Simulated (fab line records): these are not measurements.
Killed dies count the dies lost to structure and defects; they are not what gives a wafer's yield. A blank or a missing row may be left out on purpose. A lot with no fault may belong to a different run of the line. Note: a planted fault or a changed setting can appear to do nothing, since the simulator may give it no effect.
fab line records	flow n5Finfet
[record] lots = 5	wafers = 15	lastDay = 17
route steps=1938 shown BEOL_M0_CUTY@714 BEOL_M0@715 BEOL_M4@1111 PASSIVATION@1936
lots that met no fault: from a run of the same line without faults
startH: start of the lot's first displayed wafer, in hours after the record's first day	waitH: how many hours have passed since the lot's step before this one	" the same as in the row above	L1.1+2: a single row standing in for several wafers	- either no value or no given start	* or withheld: withheld	< > ~ a bound
route shown NAME@n: names a module that has steps shown in the file, with the first one's number in the route	usual: mean/standard deviation of fault-free wafers	same: alike in all rows	chamber/n: place in a boat	sites: readings site by site	_std_site: standard deviation across them	_edge_site: mean of outer sites minus mean of inner sites	radiusMm: for every site, how far away it sits from the centre of the wafer	mask NAME#n: copy n	behind: the most recent tool/chamber to have shaped the wafer	hold: the reason the lot was held/the length of the hold in hours/how it ended	device: the transistor (n, p or np) that didn't switch	end of line: tests of these same wafers at the route's end	a step with no rows: only its recipe	killed: dies lost to structure and defects at the first sort, not the wafer's yield	map: shows each die of a wafer: x if killed, . if not, _ if none is there
set.NAME: setting as actually run; set.NAME@STEP: the setting as run at that earlier step	model.NAME: the simulator's own value behind a step, which no gauge read
a table for each step, a row for each wafer; lots at some steps of the route
services: a tool's chamber out of use, with start hour (startH, from the record's first day; less than 0 if before it), hours out, and reason
[[steps]]
[step N5_BEOL_M0_CUTY_STRIP_64]
[recipe] chemistry = N2/H2	tempC = 40	n2FlowSccm = 200	h2FlowSccm = 200	rfFrequencyHz = 6e+07
[step N5_BEOL_M0_ETCH_138]
[recipe] chemistry = CH3F/O2	targetDepthA = 120	target = SiCN	timeS = 31.6	ionEnergyEv = 120	pressureMtorr = 30	sourceW = 395	biasW = 75	Ar_flow_sccm = 150	CH3F_flow_sccm = 30	O2_flow_sccm = 20	ends = cleared
[usual] biasW = 75.00/0.23	drypumpMotorCurrentA = 5.7/0.44	etchRfOnTimeS = 29.1/0.66	oesProductAu = 0.70/0.071	rfVppV = 297.2/1.7	showerheadPlenumPTorr = 1.99/0.069	throttleValvePct = 16.26/0.2
lot.wafer	tool	chamber	startH	waitH	biasW	drypumpMotorCurrentA	etchRfOnTimeS	oesProductAu	rfHoursCounterH	rfVppV	showerheadPlenumPTorr	throttleValvePct
L844.2	rieDiel-05	2	134.32	0.0	74.75	5.1	28.3	0.58	250	297.0	1.96	16.40
L844.4	"	3	"	"	74.92	6.7	29.7	0.67	132	298.7	2.02	16.38
L844.6	"	1	"	"	75.05	5.9	29.0	0.78	-	296.1	1.96	16.21
L846.1	rieDiel-06	3	154.02	0.0	75.28	5.4	29.8	0.75	32	296.7	1.96	15.86
L846.2	"	0	"	"	75.04	5.4	29.0	0.72	74	300.0	2.12	16.38
L846.6	"	3	"	"	75.00	5.4	30.2	0.74	-	297.4	1.96	15.87
L850.1	rieDiel-04	2	170.98	0.0	74.75	5.5	28.7	0.62	172	298.0	2.01	16.61
L850.3	"	0	"	"	74.71	6.7	28.7	0.60	223	295.5	1.89	16.20
L850.5	"	1	"	"	75.24	5.3	29.7	0.71	-	298.4	2.11	16.33
L858.3	rieDiel-05	2	219.75	0.0	74.89	5.1	28.6	0.76	24	297.4	1.96	15.96
L858.5	"	0	"	"	75.02	6.0	29.0	0.75	-	296.4	1.96	16.32
L858.6	"	3	"	"	75.38	6.6	30.1	0.64	-	297.0	2.01	16.47
L863.1	rieDiel-04	1	247.59	0.0	74.95	5.3	29.4	0.68	94	299.5	2.10	16.38
L863.5	"	3	"	"	75.06	5.9	28.8	0.73	-	296.8	2.03	16.16
L863.6	"	2	"	"	74.96	5.5	29.3	0.61	-	298.2	2.00	16.67
[step N5_BEOL_M0_HM_OPEN_105]
[recipe] chemistry = Cl2/BCl3	targetDepthA = 120	target = TiN	ionEnergyEv = 150	pressureMtorr = 10	icpW = 1000	biasW = 126	Cl2_flow_sccm = 53.25	bcl3FlowSccm = 21.75	Ar_flow_sccm = 25
[usual] drypumpMotorCurrentA = 5.6/0.56	oesProductAu = 0.84/0.047	throttleValvePct = 21.91/0.15
lot.wafer	tool	chamber	startH	waitH	drypumpMotorCurrentA	oesProductAu	rfHoursCounterH	throttleValvePct
L844.2	rieMetal-02	1	137.17	2.8	5.2	0.84	18	22.14
L844.4	"	1	"	"	5.2	0.84	-	22.17
L844.6	"	1	"	"	5.2	0.84	-	22.15
L846.1	rieMetal-03	0	155.11	1.1	6.3	0.88	22	21.70
L846.2	"	1	"	"	5.4	0.92	5	21.82
L846.6	"	0	"	"	6.3	0.89	-	21.71
L850.1	rieMetal-01	1	172.49	1.5	5.7	0.78	39	21.94
L850.3	"	1	"	"	5.6	0.77	-	21.96
L850.5	"	0	"	"	6.4	0.89	-	22.01
L858.3	rieMetal-03	0	221.15	1.4	6.3	0.85	-	21.74
L858.5	"	1	"	"	5.5	0.88	-	21.85
L858.6	"	0	"	"	6.3	0.85	-	21.73
L863.1	rieMetal-02	0	248.32	0.7	4.8	0.79	42	21.86
L863.5	"	1	"	"	5.2	0.81	-	22.18
L863.6	"	0	"	"	4.8	0.78	-	21.84
[step N5_BEOL_M0_STRIP_140]
[recipe] chemistry = CF4	resist = SiARC	powerW = 300	biasPowerW = 75	pressureMtorr = 50	cf4FlowSccm = 150	rfFrequencyHz = 6e+07
[usual] cf4FlowSccm = 150.0/0.48	drypumpMotorCurrentA = 5.7/0.44	oesProductAu = 0.80/0.076	rfVppV = 270.9/1.8	showerheadPlenumPTorr = 1.79/0.059	throttleValvePct = 13.51/0.22
lot.wafer	tool	chamber	startH	waitH	cf4FlowSccm	drypumpMotorCurrentA	oesProductAu	rfHoursCounterH	rfVppV	showerheadPlenumPTorr	throttleValvePct
L844.2	rieDiel-06	2	137.34	0.1	150.1	5.8	0.70	249	270.8	1.76	13.77
L844.4	"	3	"	"	150.3	5.4	0.88	24	269.8	1.76	13.08
L844.6	"	1	"	"	149.7	6.0	0.73	-	269.3	1.72	13.58
L846.1	rieDiel-05	2	155.55	0.4	149.0	5.1	0.95	2	269.4	1.77	13.18
L846.2	"	0	"	"	149.7	6.1	0.91	11	270.7	1.77	13.50
L846.6	"	2	"	"	150.0	5.1	0.96	-	270.0	1.77	13.17
L850.1	rieDiel-05	2	172.66	0.1	150.4	5.1	0.93	7	271.9	1.77	13.20
L850.3	"	0	"	"	149.6	6.1	0.89	17	269.0	1.77	13.56
L850.5	"	0	"	"	150.0	6.1	0.90	-	270.0	1.77	13.56
L858.3	rieDiel-04	1	221.38	0.2	149.9	5.3	0.80	85	272.7	1.88	13.61
L858.5	"	3	"	"	150.0	5.9	0.85	-	272.1	1.82	13.37
L858.6	"	2	"	"	149.9	5.5	0.71	-	271.4	1.80	13.93
L863.1	rieDiel-04	2	248.76	0.4	149.1	5.5	0.70	199	270.9	1.79	13.96
L863.5	"	1	"	"	149.7	5.3	0.79	-	270.6	1.88	13.64
L863.6	"	2	"	"	149.3	5.5	0.70	-	270.7	1.79	13.95
[step N5_BEOL_M0_STRIP_104]
[recipe] chemistry = N2/H2	powerW = 450	tempC = 40	pressureMtorr = 20	rfFrequencyHz = 6e+07	overashFraction = 0.3	biasPowerW = 7	h2Frac = 0.5	n2FlowSccm = 200	h2FlowSccm = 200
[usual] drypumpMotorCurrentA = 5.8/0.44	oesProductAu = 0.81/0.082	rfVppV = 59.1/1.7	showerheadPlenumPTorr = 2.52/0.086	throttleValvePct = 23.51/0.23
lot.wafer	tool	chamber	startH	waitH	drypumpMotorCurrentA	oesProductAu	rfHoursCounterH	rfVppV	showerheadPlenumPTorr	throttleValvePct
L844.2	rieDiel-06	2	137.36	0.0	5.8	0.69	249	56.6	2.51	23.81
L844.4	"	3	"	"	5.4	0.89	24	60.2	2.48	22.96
L844.6	"	1	"	"	6.0	0.73	-	59.7	2.42	23.50
L846.1	rieDiel-05	2	155.57	0.0	5.1	0.96	2	59.1	2.49	23.26
L846.2	"	0	"	"	6.0	0.93	11	58.1	2.49	23.52
L846.6	"	2	"	"	5.1	0.97	-	57.2	2.49	23.29
L850.1	rieDiel-05	2	172.68	0.0	5.1	0.94	7	60.2	2.49	23.29
L850.3	"	0	"	"	6.0	0.90	17	58.5	2.49	23.56
L850.5	"	0	"	"	6.0	0.92	-	57.8	2.49	23.52
L858.3	rieDiel-04	1	221.40	0.0	5.3	0.81	85	60.8	2.67	23.67
L858.5	"	3	"	"	5.9	0.88	-	58.0	2.58	23.49
L858.6	"	2	"	"	5.5	0.72	-	57.6	2.53	23.79
L863.1	rieDiel-04	2	248.78	0.0	5.5	0.71	199	60.2	2.53	23.82
L863.5	"	1	"	"	5.3	0.78	-	58.3	2.66	23.66
L863.6	"	2	"	"	5.5	0.71	-	57.6	2.53	23.80
[step N5_BEOL_M0_WET_ETCH_106]
[recipe] chemistry = DHF	dilution = 10:1	tempC = 25	target = SiO2	targetDepthA = 1300	dry = ipaMarangoni	rinseTimeS = 30	rinseTempC = 23
[step N5_BEOL_M0_ETCH_128]
[recipe] chemistry = CF4/N2	targetDepthA = 120	overetchA = 51	target = SiCN	timeS = 21.4	ionEnergyEv = 150	pressureMtorr = 40	sourceW = 430	biasW = 70	Ar_flow_sccm = 100	cf4FlowSccm = 60	n2FlowSccm = 60
[usual] biasW = 70.00/0.22	cf4FlowSccm = 59.99/0.17	drypumpMotorCurrentA = 5.8/0.48	oesProductAu = 0.55/0.051	rfVppV = 381.8/1.9	showerheadPlenumPTorr = 2.19/0.075	throttleValvePct = 15.38/0.21
[same] timeS = 21.4
lot.wafer	tool	chamber	startH	waitH	biasW	cf4FlowSccm	drypumpMotorCurrentA	oesProductAu	rfHoursCounterH	rfVppV	showerheadPlenumPTorr	throttleValvePct
L844.2	rieDiel-04	2	137.71	0.3	69.71	59.87	5.5	0.50	158	383.6	2.22	15.71
L844.4	"	2	"	"	69.72	59.75	5.5	0.51	-	381.8	2.22	15.70
L844.6	"	1	"	"	70.06	59.82	5.3	0.58	-	386.1	2.33	15.40
L846.1	rieDiel-06	1	155.70	0.0	70.66	59.86	6.0	0.51	189	380.4	2.11	15.40
L846.2	"	3	"	"	69.81	60.21	5.5	0.60	33	381.2	2.16	14.97
L846.6	"	3	"	"	69.74	60.26	5.5	0.61	-	379.9	2.16	14.98
L850.1	rieDiel-06	0	172.80	0.0	69.58	60.03	5.3	0.57	81	385.1	2.33	15.49
L850.3	"	0	"	"	69.64	59.94	5.4	0.56	-	383.6	2.33	15.48
L850.5	"	1	"	"	69.86	60.01	6.0	0.51	-	380.6	2.11	15.40
L858.3	rieDiel-04	2	221.53	0.0	70.33	60.05	5.5	0.49	189	379.8	2.21	15.76
L858.5	"	2	"	"	70.28	60.28	5.5	0.50	-	381.1	2.21	15.77
L858.6	"	3	"	"	70.09	59.84	5.9	0.60	-	383.2	2.24	15.25
L863.1	rieDiel-05	1	249.01	0.1	69.93	59.88	5.9	0.58	72	380.3	2.15	15.40
L863.5	"	1	"	"	70.01	59.95	5.9	0.58	-	381.4	2.14	15.40
L863.6	"	0	"	"	70.26	59.97	6.0	0.59	-	381.7	2.16	15.46
[step N5_BEOL_M0_TRENCH_ETCH_107]
[recipe] chemistry = C4F6/O2	targetDepthA = 328	target = SiOC	timeS = 16.4	ionEnergyEv = 250	pressureMtorr = 30	sourceW = 355	biasW = 185	Ar_flow_sccm = 300	C4F6_flow_sccm = 10	O2_flow_sccm = 10
[step N5_BEOL_M0_STRIP_142]
[recipe] chemistry = N2/H2	timeS = 10	powerW = 450	tempC = 40	pressureMtorr = 20	rfFrequencyHz = 6e+07	biasPowerW = 7	n2FlowSccm = 200	h2FlowSccm = 200
[step N5_BEOL_M0_OCD_MEAS_108]
[usual] trenchDepthNm = 32.8/0.46
lot.wafer	tool	chamber	startH	waitH	trenchDepthNm
L844.2	ocd-02	-	137.85	0.1	32.9
L844.4	"	-	"	"	33.3
L844.6	"	-	"	"	33.0
L846.1	ocd-01	-	155.84	0.1	32.9
L846.2	"	-	"	"	32.7
L846.6	"	-	"	"	33.6
L850.1	ocd-01	-	173.01	0.1	33.2
L850.3	"	-	"	"	32.3
L850.5	"	-	"	"	32.2
L858.3	ocd-02	-	221.68	0.1	32.5
L858.5	"	-	"	"	32.5
L858.6	"	-	"	"	32.6
L863.1	ocd-01	-	249.15	0.1	33.2
L863.5	"	-	"	"	32.5
L863.6	"	-	"	"	33.1
[step N5_BEOL_M0_HM_STRIP_129]
[recipe] chemistry = peroxideTinStrip	material = TiN	targetDepthA = 170	tempC = 50	timeS = 108
[step N5_BEOL_M0_SRD_130]
[recipe] timeS = 30	tempC = 23	rinseLiquid = diw	dry = ipaMarangoni
[step N5_BEOL_M0_ETCH_109]
[recipe] chemistry = CH3F/O2	targetDepthA = 80	overetchA = 24	target = SiCN	timeS = 27.4	ionEnergyEv = 120	pressureMtorr = 30	sourceW = 395	biasW = 75	Ar_flow_sccm = 150	CH3F_flow_sccm = 30	O2_flow_sccm = 20
[usual] biasW = 74.99/0.22	drypumpMotorCurrentA = 5.8/0.45	oesProductAu = 0.70/0.063	rfVppV = 297.0/1.6	showerheadPlenumPTorr = 1.99/0.071	throttleValvePct = 16.26/0.19
[same] timeS = 27.4
lot.wafer	tool	chamber	startH	waitH	biasW	drypumpMotorCurrentA	oesProductAu	rfHoursCounterH	rfVppV	showerheadPlenumPTorr	throttleValvePct
L844.2	rieDiel-04	1	138.44	0.5	74.55	5.3	0.73	55	299.3	2.12	16.31
L844.4	"	0	"	"	75.10	6.7	0.62	-	293.3	1.90	16.18
L844.6	"	1	"	"	74.78	5.3	0.73	-	300.6	2.12	16.30
L846.1	rieDiel-06	1	155.95	0.0	75.13	6.0	0.62	189	295.4	1.91	16.26
L846.2	"	3	"	"	74.90	5.4	0.74	33	295.2	1.96	15.87
L846.6	"	1	"	"	74.95	6.0	0.63	-	296.0	1.91	16.29
L850.1	rieDiel-06	0	173.13	0.0	74.87	5.4	0.71	81	299.1	2.12	16.40
L850.3	"	1	"	"	47.78	6.0	0.61	-	222.1	1.91	16.29
L850.5	"	0	"	"	75.05	5.3	0.72	-	300.1	2.12	16.38
L858.3	rieDiel-05	0	221.78	0.0	75.12	6.0	0.77	34	297.0	1.96	16.34
L858.5	"	3	"	"	74.98	6.7	0.65	-	299.1	2.00	16.42
L858.6	"	0	"	"	74.96	6.1	0.76	-	296.4	1.96	16.33
L863.1	rieDiel-05	3	249.27	0.0	74.72	6.7	0.64	174	296.8	2.00	16.47
L863.5	"	0	"	"	75.05	6.1	0.75	-	298.2	1.95	16.35
L863.6	"	1	"	"	74.98	5.9	0.72	-	296.3	1.94	16.29
[step N5_BEOL_M0_STRIP_139]
[recipe] chemistry = postEtchResidueRemover	timeS = 60	tempC = 25	removerPh = withheld	removerWaterWtPct = withheld	removerFluorideWtPct = withheld
[step N5_BEOL_M4_RC_MEAS_101]
[usual] DIBL_N = 35.8/1.5	DIBL_P = 35.8/1.7	IOFF_N = 0.151/0.022	IOFF_P = 0.204/0.027	ION_N = 673/8.6	ION_P = 462/5.4	SS_N = 71.4/0.54	SS_P = 73.3/0.56	VT_N = 250.5/2.6	VT_P = -251/3.1
lot.wafer	tool	chamber	startH	waitH	DIBL_N[mV/V]	DIBL_P[mV/V]	IOFF_N[nA/um]	IOFF_P[nA/um]	ION_N[uA/um]	ION_P[uA/um]	SS_N[mV/dec]	SS_P[mV/dec]	VT_N[mV]	VT_P[mV]
L844.2	prober-02	0	197.12	0.2	36.6	37.4	0.172	0.219	670	461	71.6	72.9	248.4	-249
L844.4	"	0	"	"	35.1	36.4	0.140	0.197	667	461	71.8	73.1	251.0	-253
L844.6	"	0	"	"	34.7	36.2	0.134	0.186	675	465	71.7	72.6	248.4	-252
L846.1	prober-02	0	205.05	0.0	35.7	35.5	0.147	0.219	674	469	71.6	73.5	250.2	-248
L846.2	"	0	"	"	34.8	35.3	0.128	0.222	651	465	71.6	73.3	251.7	-247
L846.6	"	0	"	"	34.8	34.8	0.132	0.216	675	472	71.3	72.5	251.0	-250
L850.1	prober-01	0	231.26	0.0	37.1	36.7	0.170	0.212	671	461	72.6	73.7	247.6	-247
L850.3	"	0	"	"	35.7	35.6	0.156	0.200	681	463	71.3	72.9	251.3	-252
L850.5	"	0	"	"	36.0	36.6	0.160	0.208	673	461	72.2	73.4	249.2	-249
L858.3	prober-01	0	278.07	0.3	35.6	34.3	0.131	0.181	668	462	71.0	72.7	252.2	-252
L858.5	"	0	"	"	35.3	34.1	0.130	0.174	658	453	70.7	72.9	253.3	-251
L858.6	"	0	"	"	37.0	36.2	0.151	0.195	661	456	71.8	73.0	251.5	-253
L863.1	prober-02	0	303.88	0.0	37.8	38.2	0.170	0.205	669	462	71.7	73.0	248.0	-255
L863.5	"	0	"	"	36.2	36.3	0.138	0.181	669	457	71.2	73.0	252.0	-254
L863.6	"	0	"	"	33.4	32.8	0.105	0.142	665	452	71.3	72.4	254.4	-258
[step N5_PASSIVATION_PROBE_49]
[usual] defectLimitedYield = 91.3/1.4	killed_at_M0_to_M3 = 33/10	killed_at_M4_up = 15/6.1	killedAtContacts = 12/6.7	killedAtFrontEnd = 39/11	killedAtOther = 4/3.3	killedDies = 103/16	killedOpen = 68/12	killedShort = 34/7.2	sort_bin_5_function = 5.1/0.88	sort_bin_6_memory = 3.3/0.67	sortNPass = 1077/16	sortYieldPct = 91.3/1.4
[same] grossDies = 1180	killedAtBackSide = 0	sort_bin_4_leakage[%] = 0	sort_bin_8_speed[%] = 0
lot.wafer	tool	chamber	startH	waitH	defectLimitedYield[%]	killed_at_M0_to_M3	killed_at_M4_up	killedAtContacts	killedAtFrontEnd	killedAtOther	killedDies	killedOpen	killedShort	sort_bin_5_function[%]	sort_bin_6_memory[%]	sortNPass	sortYieldPct[%]
L844.2	prober-02	-	317.00	0.1	92.2	23	5	13	47	4	92	65	27	4.7	2.9	1088	92.2
L844.4	prober-02	-	317.10	0.2	90.9	32	9	4	55	7	107	71	36	4.7	4.1	1073	90.9
L844.6	prober-02	-	317.20	0.3	92.7	14	13	7	47	5	86	54	32	4.2	2.9	1094	92.7
L850.1	prober-02	-	332.23	0.0	91.2	35	10	19	29	11	104	62	42	5.4	3.1	1076	91.2
L850.3	prober-02	-	332.33	0.1	90.8	48	11	21	25	3	108	66	39	5.6	3.1	1072	90.8
L850.5	prober-02	-	332.43	0.2	92.9	25	8	17	30	4	84	58	26	4.1	2.8	1096	92.9
L858.3	prober-02	-	389.73	0.1	92.6	36	9	3	37	2	87	55	30	4.8	2.1	1093	92.6
L858.5	prober-02	-	389.83	0.2	91.8	27	8	29	28	5	97	59	37	5.3	2.3	1083	91.8
L858.6	prober-02	-	389.88	0.3	89.6	52	15	10	43	3	123	74	47	6.6	3.1	1057	89.6
// killed by level:class
L844.2 FIN_SAQP:geometricParticle:open=14 MOL_CONTACT_COAG:geometricParticle:open=12 FIN_SAQP:geometricParticle:short=10 DUMMY_GATE:geometricParticle:open=8 BEOL_M2:geometricParticle:open=7 BEOL_M1:geometricParticle:open=6 STARTING-WAFER:geometricParticle:open=5 BEOL_M4:geometricParticle:open=3
L844.4 FIN_SAQP:geometricParticle:open=19 BEOL_M1:geometricParticle:open=12 FIN_SAQP:geometricParticle:short=6 SPACER0:geometricParticle:short=4 ILD0:geometricParticle:short=4 STARTING-WAFER:geometricParticle:short=4 BEOL_M0:geometricParticle:open=4 BEOL_M2:geometricParticle:open=4
L844.6 FIN_SAQP:geometricParticle:open=12 FIN_SAQP:geometricParticle:short=9 BEOL_M4:geometricParticle:open=6 DUMMY_GATE:geometricParticle:open=5 GATE_CUT:geometricParticle:short=5 MOL_CONTACT_COAG:geometricParticle:open=5 STI_FIN_REVEAL:geometricParticle:open=4 STARTING-WAFER:geometricParticle:short=4
L850.1 MOL_CONTACT_COAG:geometricParticle:open=16 BEOL_M0_SAQP:geometricParticle:short=9 BEOL_M3:geometricParticle:open=9 BEOL_M0_SAQP:geometricParticle:open=7 FIN_SAQP:geometricParticle:open=5 FIN_SAQP:geometricParticle:short=5 DUMMY_GATE:geometricParticle:open=4 STARTING-WAFER:geometricParticle:short=4
L850.3 MOL_CONTACT_COAG:geometricParticle:open=17 BEOL_M0_SAQP:geometricParticle:short=13 DUMMY_GATE:geometricParticle:open=7 BEOL_M0_SAQP:geometricParticle:open=7 BEOL_M3:geometricParticle:open=7 BEOL_M0:geometricParticle:open=6 BEOL_M3:geometricParticle:short=6 BEOL_M4:geometricParticle:open=5
L850.5 MOL_CONTACT_COAG:geometricParticle:open=15 BEOL_M0_SAQP:geometricParticle:open=10 DUMMY_GATE:geometricParticle:open=7 BEOL_M0:geometricParticle:open=6 FIN_SAQP:geometricParticle:short=5 STARTING-WAFER:geometricParticle:short=5 BEOL_M0_SAQP:geometricParticle:short=4 BEOL_M9:geometricParticle:open=3
L858.3 BEOL_M0_SAQP:geometricParticle:open=13 BEOL_M0_SAQP:geometricParticle:short=11 FIN_SAQP:geometricParticle:short=10 STI_FIN_REVEAL:geometricParticle:open=9 FIN_SAQP:geometricParticle:open=6 BEOL_M1:geometricParticle:open=4 BEOL_M2:geometricParticle:open=4 BEOL_M3:geometricParticle:open=3
L858.5 MOL_CONTACT_COAG:geometricParticle:open=24 BEOL_M0_SAQP:geometricParticle:short=10 FIN_SAQP:geometricParticle:short=8 STI_FIN_REVEAL:geometricParticle:open=6 MOL_CONTACT_COAG:geometricParticle:short=5 BEOL_M0_SAQP:geometricParticle:open=5 FIN_SAQP:geometricParticle:open=4 DUMMY_GATE:geometricParticle:open=3
L858.6 STI_FIN_REVEAL:geometricParticle:open=13 BEOL_M0_SAQP:geometricParticle:short=13 FIN_SAQP:geometricParticle:short=10 BEOL_M3:geometricParticle:open=9 MOL_CONTACT_COAG:geometricParticle:open=8 BEOL_M0_SAQP:geometricParticle:open=8 BEOL_M1:geometricParticle:open=8 BEOL_M4:geometricParticle:open=7
[[services]]
tool	chamber	startH	hours	kind
rieDiel-05	0	117.17	-	clean
rieDiel-05	0	117.17	-	consumableReplace:focusRing
rieDiel-05	0	117.17	13.4	scheduledDown
rieDiel-05	0	117.17	13.4	ventCycle
rieDiel-04	0	122.85	9.1	repair
rieDiel-05	2	134.40	-	clean
rieDiel-05	2	134.40	-	consumableReplace:focusRing
rieDiel-05	2	134.40	17.5	scheduledDown
rieDiel-05	2	134.40	17.5	ventCycle
rieDiel-04	3	134.61	8.3	repair
rieMetal-02	-	142.12	2.8	pm
rieMetal-03	1	162.03	11.1	repair
rieMetal-03	-	169.63	1.4	pm
rieDiel-06	2	170.36	8.9	repair
rieMetal-03	-	171.03	15.6	pm
rieDiel-06	3	172.60	2.8	repair
rieMetal-02	-	196.29	1.2	repair
rieDiel-04	3	224.03	4.5	repair
rieDiel-06	-	225.76	0.7	repair
rieDiel-04	3	235.85	2.8	repair
rieDiel-04	0	247.04	-	clean
rieDiel-04	0	247.04	-	consumableReplace:focusRing
rieDiel-04	0	247.04	-	consumableReplace:showerhead
rieDiel-04	0	247.04	19.1	scheduledDown
[[key]]
[firstSign] step = N5_BEOL_M0_ETCH_109	reading = biasW	direction = down	sigmas = 99+	usual = *	struck = *
[effect] step = N5_BEOL_M0_ETCH_109	reading = rfVppV	direction = down	sigmas = 46	usual = 297.0	struck = 222.1
metAt N5_BEOL_M0_ETCH_109
struckWafers L850.3
onsetBetween 155.95 173.13
[fault] kind = processParameterDrift	tool = rieDiel-06	chamber = 1	onsetH = 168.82	steps = N5_BEOL_M0_ETCH_109	channel = biasW	offset = *	shape = step	endH = 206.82	actsIn = *	stated = *
